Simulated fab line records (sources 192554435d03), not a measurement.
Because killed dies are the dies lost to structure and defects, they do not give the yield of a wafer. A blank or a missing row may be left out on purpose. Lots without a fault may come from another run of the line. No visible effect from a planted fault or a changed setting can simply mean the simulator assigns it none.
Matching of chambers -- flow n5Finfet -- 4 sister chambers for N5_BEOL_M6_ALD_77 on aldMetal-03
The step deposits TaN, target thk 2 nm, pulse time 2 s, purge time 3 s. 16 wafers are shown with their chamber, then 8 later ones without.

WAFERS, EACH WITH ITS CHAMBER
wafer,chamber,heaterPowerW (W)
L078.1,1,408
L078.4,0,445
L078.6,2,424
L080.3,1,397
L080.4,3,392
L080.5,3,398
L088.1,2,437
L088.3,1,399
L088.4,3,410
L091.2,0,446
L091.3,3,403
L091.6,0,449
L093.3,1,404
L093.4,3,404
L093.6,2,423
L095.2,2,425

SIGNATURES, as means of the wafers listed above
reading,chamber 0,chamber 1,chamber 2,chamber 3,scatter within a chamber
heaterPowerW,446.67,402.00,427.25,401.40,5.73
Rule: distance of a wafer from a chamber = root of the sum over the readings of ((wafer's reading minus chamber's mean) / reading's scatter) squared. If the next closest chamber is less than 2 further off than the closest, the wafer can't be placed; otherwise it belongs to the closest. The scatter is the square root of a quotient: the sum, over the shown wafers, of each reading's squared deviation from its chamber's mean, divided by wafers minus chambers.

WAFERS WITHOUT THEIR CHAMBER
wafer,heaterPowerW (W)
L095.3,440
L095.4,401
L096.2,442
L096.4,400
L096.6,404
L097.3,421
L097.5,449
L097.6,401

THE CHAMBER EACH PASSED THROUGH
wafer,from the rows above,in truth
L095.3,can't be placed: 0 or 2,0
L095.4,can't be placed: 3 or 1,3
L096.2,can't be placed: 0 or 2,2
L096.4,can't be placed: 3 or 1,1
L096.6,can't be placed: 1 or 3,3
L097.3,2,2
L097.5,0,0
L097.6,can't be placed: 3 or 1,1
2 of 8 placed correctly. Cannot be placed on the basis of these rows: 6; the candidates contain the true chamber in 6. Number placed wrongly: 0.
